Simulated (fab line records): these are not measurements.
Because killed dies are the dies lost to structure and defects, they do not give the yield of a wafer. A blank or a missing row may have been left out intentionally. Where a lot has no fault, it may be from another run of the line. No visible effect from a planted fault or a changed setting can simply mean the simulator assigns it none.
Which tool is to blame? | flow n5-finfet | 37 wafers from 13 lots sampled at 5 of the route's 1938 steps

== WHAT EACH GAUGE READ, for each wafer ==
N5_MOL_CONTACT_COAG_THK_MEAS_53. Usual: VIA_MOL_THK typically reads 44.0 nm, with standard deviation 0.65.
lot  | measured     | on            | VIA_MOL_THK (nm) | flag
L659 | day 5 06:46  | film-metro-02 | 43.7 42.7 44.5   |
L662 | day 6 00:40  | film-metro-02 | 43.7 44.2 43.8   |
L663 | day 6 09:30  | film-metro-02 | 43.6 43.6 43.6   |
L664 | day 6 09:58  | film-metro-01 | 44.2 43.7 44.9   |
L665 | day 6 17:59  | film-metro-01 | 45.0 45.8 45.5   |
L667 | day 7 06:50  | film-metro-01 | 43.3 44.5 43.6   |
L671 | day 8 11:33  | film-metro-02 | 43.7 43.1 44.6   |
L677 | day 9 14:44  | film-metro-02 | 43.3 44.3        |
L678 | day 10 02:05 | film-metro-02 | 44.4 44.5        |
L679 | day 10 03:23 | film-metro-02 | 43.5 43.5 44.3   |
L680 | day 10 15:41 | film-metro-02 | 44.1 44.1 44.0   |
L681 | day 10 18:45 | film-metro-02 | 44.3 44.4 44.9   |
L682 | day 11 06:13 | film-metro-02 | 43.9 44.3 44.3   |

N5_BEOL_M4_RC_MEAS_101. Usual: DIBL_N 36.9 mV/V, standard deviation 1.7; DIBL_P 37.3 mV/V, standard deviation 2.3; IOFF_N 0.16 nA/um, standard deviation 0.033; IOFF_P 0.22 nA/um, standard deviation 0.04; ION_N 673 uA/um, standard deviation 12; ION_P 463 uA/um, standard deviation 8; SS_N 71.6 mV/dec, standard deviation 0.58; SS_P 73.4 mV/dec, standard deviation 0.74; VT_N 250 mV, standard deviation 3.2; VT_P -250 mV, standard deviation 3.4.
lot  | measured     | on        | DIBL_N (mV/V)  | DIBL_P (mV/V)  | IOFF_N (nA/um) | IOFF_P (nA/um) | ION_N (uA/um) | ION_P (uA/um) | SS_N (mV/dec)  | SS_P (mV/dec)  | VT_N (mV)   | VT_P (mV)      | flag
L659 | day 7 21:47  | prober-01 | 38.3 39.7 36.7 | 40.6 42.2 38.1 | 0.22 0.25 0.18 | 0.29 0.33 0.24 | 691 681 675   | 471 473 467   | 71.8 73.0 72.2 | 74.1 74.5 73.4 | 247 243 250 | -247 -244 -248 |
L662 | day 8 18:08  | prober-02 | 37.3 36.1 36.7 | 38.3 37.8 38.3 | 0.18 0.16 0.18 | 0.23 0.22 0.24 | 676 668 684   | 460 464 475   | 72.1 71.6 72.0 | 73.7 72.9 72.8 | 249 252 247 | -249 -250 -249 |
L663 | day 9 02:05  | prober-01 | 38.5 35.9 35.7 | 38.0 34.2 33.9 | 0.19 0.13 0.14 | 0.23 0.18 0.17 | 677 656 658   | 456 452 446   | 72.2 71.5 71.7 | 73.7 72.1 72.0 | 247 252 253 | -252 -255 -257 |
L664 | day 9 07:04  | prober-01 | 36.9 34.3 35.0 | 36.3 33.5 33.1 | 0.17 0.14 0.13 | 0.20 0.17 0.16 | 665 684 660   | 451 461 446   | 71.1 70.8 71.4 | 73.1 73.1 72.3 | 251 250 253 | -252 -257 -257 |
L665 | day 9 13:07  | prober-02 | 36.4 37.5 35.8 | 38.5 39.4 37.3 | 0.17 0.19 0.16 | 0.25 0.26 0.23 | 664 675 666   | 460 465 461   | 72.0 71.8 71.3 | 73.9 73.2 73.3 | 248 248 248 | -251 -251 -249 |
L667 | day 10 01:18 | prober-02 | 36.2 35.7 37.7 | 35.5 36.2 37.3 | 0.13 0.13 0.16 | 0.18 0.18 0.21 | 659 655 664   | 453 452 457   | 72.0 71.5 72.6 | 73.3 72.9 72.8 | 256 255 252 | -252 -252 -250 |
L671 | day 11 16:25 | prober-01 | 36.9 37.1 37.4 | 36.1 36.9 37.8 | 0.15 0.15 0.17 | 0.25 0.26 0.28 | 664 666 686   | 464 464 474   | 70.8 71.7 71.7 | 72.6 73.8 72.7 | 251 252 249 | -243 -248 -243 |
L677 | day 12 07:57 | prober-01 | 36.9 35.7      | 35.1 34.5      | 0.13 0.13      | 0.20 0.19      | 654 661       | 456 453       | 71.3 71.7      | 73.8 73.3      | 256 252     | -252 -251      |
L678 | day 13 03:25 | prober-01 | 38.5 38.1      | 37.8 37.8      | 0.17 0.17      | 0.23 0.23      | 697 670       | 476 462       | 71.4 71.7      | 73.7 72.7      | 248 251     | -249 -250      |
L679 | day 13 16:40 | prober-02 | 37.1 34.8 32.6 | 37.2 35.2 31.7 | 0.18 0.14 0.10 | 0.22 0.18 0.15 | 677 677 650   | 461 458 449   | 71.6 70.7 69.9 | 74.7 72.4 72.3 | 246 252 257 | -251 -254 -259 |
L680 | day 13 20:19 | prober-01 | 34.2 39.0 36.4 | 36.0 41.1 37.0 | 0.12 0.20 0.14 | 0.19 0.27 0.21 | 669 677 667   | 467 465 464   | 71.6 72.0 71.3 | 72.4 73.9 73.9 | 256 246 254 | -254 -248 -248 |
L681 | day 13 19:45 | prober-02 | 38.6 39.3 37.7 | 39.3 39.4 38.0 | 0.18 0.18 0.14 | 0.24 0.23 0.21 | 673 669 661   | 459 459 453   | 71.7 72.6 72.0 | 73.9 74.4 73.8 | 252 251 255 | -252 -253 -255 |
L682 | day 13 23:04 | prober-02 | 36.1 38.0 37.1 | 35.9 37.9 36.7 | 0.13 0.15 0.14 | 0.19 0.22 0.20 | 649 676 662   | 447 464 456   | 71.3 71.4 70.7 | 72.5 73.6 73.4 | 254 252 252 | -250 -249 -253 |

== WHAT TOOL EACH LOT RAN ON (gives the tool, then ch and the chambers of the sampled wafers, and finally the start) ==
lot  | N5_MOL_CONTACT_COAG_ETCH_67        | N5_MOL_CONTACT_COAG_CVD_140   | N5_MOL_CONTACT_COAG_CMP_52
L659 | rie-diel-01 ch 0,1,2, day 5 05:33  | cvd-w-02 ch 1, day 5 06:09    | cmp-02 ch 1,3, day 5 06:28
L662 | rie-diel-01 ch 0,1,3, day 5 23:26  | cvd-w-01 ch 0,1, day 6 00:03  | cmp-04 ch 0,2,3, day 6 00:22
L663 | rie-diel-02 ch 0,1,3, day 6 08:17  | cvd-w-02 ch 0,1, day 6 08:53  | cmp-03 ch 0,1,3, day 6 09:15
L664 | rie-diel-06 ch 0,3, day 6 08:44    | cvd-w-01 ch 0, day 6 09:20    | cmp-03 ch 0,3, day 6 09:40
L665 | rie-diel-02 ch 0,1,3, day 6 16:45  | cvd-w-01 ch 0,1, day 6 17:26  | cmp-03 ch 0,1,2, day 6 17:47
L667 | rie-diel-02 ch 0,2,3, day 7 05:37  | cvd-w-01 ch 0,1, day 7 06:18  | cmp-03 ch 0,1,2, day 7 06:37
L671 | rie-diel-06 ch 0,2,3, day 8 10:20  | cvd-w-02 ch 0,1, day 8 10:56  | cmp-02 ch 0,3, day 8 11:16
L677 | rie-diel-06 ch 0,2, day 9 13:31    | cvd-w-02 ch 1, day 9 14:07    | cmp-03 ch 1,3, day 9 14:34
L678 | rie-diel-01 ch 2,3, day 10 00:52   | cvd-w-01 ch 0,1, day 10 01:35 | cmp-03 ch 2,3, day 10 01:56
L679 | rie-diel-01 ch 0,1,3, day 10 01:50 | cvd-w-02 ch 0, day 10 02:36   | cmp-02 ch 0,1,2, day 10 03:05
L680 | rie-diel-02 ch 0,2,3, day 10 14:28 | cvd-w-02 ch 0,1, day 10 15:08 | cmp-03 ch 0,1,3, day 10 15:28
L681 | rie-diel-06 ch 0,1,3, day 10 17:31 | cvd-w-01 ch 0,1, day 10 18:13 | cmp-02 ch 1,2,3, day 10 18:29
L682 | rie-diel-02 ch 0,3, day 11 05:00   | cvd-w-02 ch 0,1, day 11 05:37 | cmp-02 ch 1,2, day 11 05:56
- N5_MOL_CONTACT_COAG_ETCH_67: etches SOC in N2/H2, target depth 60 nm, overetch 21 nm, time 101.2 s.
- N5_MOL_CONTACT_COAG_CVD_140: deposits W, target thk 66.5 nm, time 215 s.
- N5_MOL_CONTACT_COAG_CMP_52: polishes, stops on SiO2, t overpolish 1.5 s, target thk 66.5 nm.

== AS READ BY THE TOOLS THEMSELVES (means over the sampled wafers that have a number; for cases with no such wafer, the mark the record gives instead) ==
N5_MOL_CONTACT_COAG_ETCH_67. Usual: drypump-motor-current-A 5.9 A, standard deviation 0.33; h2-flow-sccm 200.0 sccm, standard deviation 0.54; oes-product-au 0.69 a.u., standard deviation 0.072; rf-vpp-V 525.2 V, standard deviation 2.2; showerhead-plenum-p-Torr 2.58 Torr, standard deviation 0.068; throttle-valve-pct 17.79 %, standard deviation 0.22.
lot  | tool        | drypump-motor-current-A (A) | h2-flow-sccm (sccm) | oes-product-au (a.u.) | rf-vpp-V (V) | showerhead-plenum-p-Torr (Torr) | throttle-valve-pct (%) | flag
L659 | rie-diel-01 | 6.0                         | 199.7               | 0.65                  | 526.5        | 2.61                            | 17.87                  |
L662 | rie-diel-01 | 5.8                         | 200.5               | 0.70                  | 526.9        | 2.64                            | 17.86                  |
L663 | rie-diel-02 | 5.7                         | 200.2               | 0.72                  | 526.1        | 2.60                            | 17.65                  |
L664 | rie-diel-06 | 5.7                         | 200.0               | 0.66                  | 522.9        | 2.51                            | 18.08                  |
L665 | rie-diel-02 | 5.7                         | 200.4               | 0.71                  | 525.7        | 2.60                            | 17.65                  |
L667 | rie-diel-02 | 5.9                         | 200.4               | 0.75                  | 525.7        | 2.59                            | 17.45                  |
L671 | rie-diel-06 | 5.8                         | 200.3               | 0.69                  | 522.9        | 2.49                            | 17.99                  |
L677 | rie-diel-06 | 6.0                         | 200.2               | 0.72                  | 522.5        | 2.48                            | 17.93                  |
L678 | rie-diel-01 | 5.6                         | 199.6               | 0.66                  | 526.4        | 2.64                            | 17.88                  |
L679 | rie-diel-01 | 5.8                         | 200.5               | 0.73                  | 526.4        | 2.63                            | 17.77                  |
L680 | rie-diel-02 | 5.9                         | 199.7               | 0.71                  | 524.8        | 2.58                            | 17.50                  |
L681 | rie-diel-06 | 6.1                         | 200.3               | 0.68                  | 523.6        | 2.52                            | 18.05                  |
L682 | rie-diel-02 | 5.7                         | 199.9               | 0.70                  | 523.9        | 2.59                            | 17.57                  |

N5_MOL_CONTACT_COAG_CVD_140. Usual: heater-power-w 475 W, standard deviation 34; run-length-s 285.7 s, standard deviation 0.56.
lot  | tool     | heater-power-w (W) | run-length-s (s) | flag
L659 | cvd-w-02 | 506                | 286.1            |
L662 | cvd-w-01 | 483                | 285.5            |
L663 | cvd-w-02 | 466                | 286.1            |
L664 | cvd-w-01 | 506                | 286.1            |
L665 | cvd-w-01 | 489                | 285.6            |
L667 | cvd-w-01 | 486                | 256.9            | OFF
L671 | cvd-w-02 | 486                | 285.9            |
L677 | cvd-w-02 | 508                | 285.8            |
L678 | cvd-w-01 | 476                | 285.5            |
L679 | cvd-w-02 | 445                | 286.2            |
L680 | cvd-w-02 | 484                | 285.8            |
L681 | cvd-w-01 | 466                | 285.5            |
L682 | cvd-w-02 | 466                | 286.3            |

N5_MOL_CONTACT_COAG_CMP_52. Usual: head-pressure-psi 3.999 psi, standard deviation 0.0084; motor-current-A 12.6 A, standard deviation 1.1; overpolish-run-s 1.501 s, standard deviation 0.0085; time-to-endpoint-s 12.9 s, standard deviation 2.4.
lot  | tool   | head-pressure-psi (psi) | motor-current-A (A) | overpolish-run-s (s) | time-to-endpoint-s (s) | flag
L659 | cmp-02 | 3.990                   | 12.8                | 1.497                | 13.0                   |
L662 | cmp-04 | 3.999                   | 12.4                | 1.502                | 13.4                   |
L663 | cmp-03 | 4.000                   | 12.2                | 1.505                | 11.6                   |
L664 | cmp-03 | 3.993                   | 11.5                | 1.502                | 16.4                   |
L665 | cmp-03 | 4.002                   | 13.3                | 1.503                | 11.6                   |
L667 | cmp-03 | 4.007                   | 13.6                | 1.502                | 10.1                   |
L671 | cmp-02 | 3.999                   | 12.6                | 1.496                | 12.9                   |
L677 | cmp-03 | 3.994                   | 11.4                | 1.514                | 15.3                   |
L678 | cmp-03 | 4.005                   | 12.2                | 1.510                | 14.7                   |
L679 | cmp-02 | 3.998                   | 12.3                | 1.500                | 13.0                   |
L680 | cmp-03 | 4.003                   | 12.8                | 1.499                | 14.6                   |
L681 | cmp-02 | 4.001                   | 12.0                | 1.501                | 12.8                   |
L682 | cmp-02 | 3.998                   | 12.7                | 1.500                | 13.1                   |

== THE ANSWER, worked out from the rows above alone ==
Rule: a lot is off if the mean of its wafers that have a number lies more than 3 standard deviations from the usual mean. A lot without any number at a reading at which 4 lots or more have one is off too. Any other lot the step has rows for is counted as sound. The gauges are gone through in route order, then the tools' own readings, and for those a lot's mean is taken as printed above. The first step at which some lot is off is used, and at that step the reading that is off furthest; a lot without a number counts as furthest.
Off: L667 (N5_MOL_CONTACT_COAG_CVD_140, run-length-s).
A tool fits if, at that step or a process step before it, it ran every lot that is off, and no sound lot after the first of them. Not one of the candidates tried fits.

== WHAT THE SIMULATOR HAD PUT IN ==
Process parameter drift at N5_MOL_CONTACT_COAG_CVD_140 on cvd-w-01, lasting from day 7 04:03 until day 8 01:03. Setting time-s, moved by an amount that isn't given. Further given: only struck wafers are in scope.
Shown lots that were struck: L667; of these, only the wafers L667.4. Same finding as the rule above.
